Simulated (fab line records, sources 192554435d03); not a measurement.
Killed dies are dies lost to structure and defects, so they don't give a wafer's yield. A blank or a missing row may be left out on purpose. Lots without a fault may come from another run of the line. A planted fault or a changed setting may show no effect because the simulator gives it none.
Chamber matching | flow n5_finfet | N5_BEOL_M9_CURE_72 on uv_cure-03: 3 sister chambers
The step cures SiCOH lowk, time 120 s. 22 wafers are shown with their chamber, then 11 later ones without.

WAFERS WITH THEIR CHAMBER
wafer  | chamber | wafer_temp_C_max | lamp_power_pct (%)
L074.1 | 1       | 371.4            | 52.38
L074.2 | 1       | 371.1            | 52.34
L074.3 | 1       | 371.5            | 52.29
L075.2 | 2       | 371.8            | 52.35
L075.3 | 2       | 371.2            | 52.35
L075.6 | 2       | 371.6            | 52.37
L076.2 | 2       | 372.2            | 52.32
L076.5 | 2       | 372.4            | 52.31
L076.6 | 2       | 372.4            | 52.31
L078.2 | 1       | 370.9            | 52.26
L078.4 | 1       | 371.3            | 52.28
L078.6 | 1       | 370.9            | 52.28
L079.1 | 0       | 371.0            | 52.27
L079.2 | 0       | 372.0            | 52.36
L079.4 | 0       | 371.6            | 52.32
L080.2 | 1       | 371.0            | 52.31
L080.3 | 1       | 371.2            | 52.26
L080.6 | 1       | 371.2            | 52.30
L081.1 | 1       | 371.0            | 52.31
L081.3 | 1       | 371.3            | 52.26
L081.6 | 1       | 371.3            | 52.32
L088.2 | 0       | 372.4            | 52.34

SIGNATURES (means of the wafers above)
reading          | chamber 0 | chamber 1 | chamber 2 | scatter within a chamber
wafer_temp_C_max | 371.750   | 371.175   | 371.933   | 0.375
lamp_power_pct   | 52.3225   | 52.2992   | 52.3350   | 0.034
Rule: a wafer's distance from a chamber is the root of the sum, over the readings, of the square of ((its reading less the chamber's mean) divided by the reading's scatter). The wafer belongs to the nearest chamber; if the next one is less than 2 further off, it can't be placed. The scatter: the root of (the sum of the squares of (reading less its chamber's mean) over the shown wafers, divided by (wafers less chambers)).

WAFERS WITHOUT THEIR CHAMBER
wafer  | wafer_temp_C_max | lamp_power_pct (%)
L088.4 | 371.6            | 52.36
L088.6 | 371.7            | 52.22
L090.4 | 372.0            | 52.35
L090.5 | 371.8            | 52.33
L090.6 | 371.8            | 52.37
L094.1 | 371.3            | 52.32
L094.2 | 371.8            | 52.21
L094.3 | 371.0            | 52.17
L094.4 | 371.2            | 52.30
L094.5 | 371.1            | 52.27
L094.6 | 371.2            | 52.35

WHICH CHAMBER EACH WENT THROUGH
wafer  | from the rows above          | in truth
L088.4 | can't be placed: 2 or 0 or 1 | 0
L088.6 | can't be placed: 1 or 0 or 2 | 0
L090.4 | can't be placed: 2 or 0      | 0
L090.5 | can't be placed: 0 or 2 or 1 | 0
L090.6 | can't be placed: 2 or 0 or 1 | 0
L094.1 | can't be placed: 1 or 0 or 2 | 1
L094.2 | can't be placed: 1 or 0 or 2 | 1
L094.3 | can't be placed: 1 or 0 or 2 | 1
L094.4 | can't be placed: 1 or 0      | 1
L094.5 | can't be placed: 1 or 0      | 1
L094.6 | can't be placed: 1 or 0 or 2 | 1
Placed correctly: 0 of 11. Can't be placed from these rows: 11 (the true chamber is among the candidates in 11). Placed wrongly: 0.
